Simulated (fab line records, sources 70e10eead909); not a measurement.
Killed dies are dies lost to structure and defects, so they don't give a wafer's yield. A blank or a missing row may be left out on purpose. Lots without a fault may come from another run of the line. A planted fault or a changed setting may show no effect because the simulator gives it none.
Chamber matching | flow nand_harc | NHARC_A_CONTACT_CMP_20 on cmp-04: 4 sister chambers
The step polishes, t overpolish 30 s, target thk 300 nm. 8 wafers are shown with their chamber, then 9 later ones without.

WAFERS WITH THEIR CHAMBER
wafer  | chamber | motor_current_A (A) | time_to_endpoint_s (s)
L077.6 | 3       | 11.4                | 58
L088.2 | 0       | 11.2                | 63
L091.2 | 1       | 12.3                | 57
L091.3 | 3       | 11.5                | 56
L091.4 | 2       | 12.0                | 61
L090.1 | 1       | 12.2                | 55
L090.2 | 2       | 11.7                | 61
L090.4 | 0       | 11.0                | 58

WAFERS WITHOUT THEIR CHAMBER
wafer  | motor_current_A (A) | time_to_endpoint_s (s)
L092.1 | 12.1                | 63
L092.3 | 11.4                | 59
L092.6 | 11.0                | 64
L093.4 | 13.6                | 54
L093.5 | 11.6                | 58
L093.6 | 13.2                | 55
L095.1 | 11.4                | 67
L095.3 | 12.0                | 64
L095.4 | 11.4                | 61

WHICH CHAMBER EACH WENT THROUGH
wafer  | from the rows above          | in truth
L092.1 | can't be placed: 2 or 1      | 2
L092.3 | can't be placed: 3 or 0      | 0
L092.6 | 0                            | 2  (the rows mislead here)
L093.4 | 1                            | 1
L093.5 | can't be placed: 3 or 2      | 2
L093.6 | 1                            | 1
L095.1 | can't be placed: 0 or 2 or 3 | 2
L095.3 | 2                            | 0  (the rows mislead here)
L095.4 | can't be placed: 3 or 0 or 2 | 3
Placed correctly: 2 of 9. Can't be placed from these rows: 5 (the true chamber is among the candidates in 5). Placed wrongly: 2.
How it was worked out, from the rows above alone: a wafer's distance from a chamber is the root of the sum, over the readings, of the square of ((its reading less the chamber's mean) divided by the reading's scatter). The wafer belongs to the nearest chamber; if the next one is less than 2 further off, it can't be placed. A chamber's mean is the mean of its shown wafers. The scatter: the root of (the sum of the squares of (reading less its chamber's mean) over the shown wafers, divided by (wafers less chambers)).
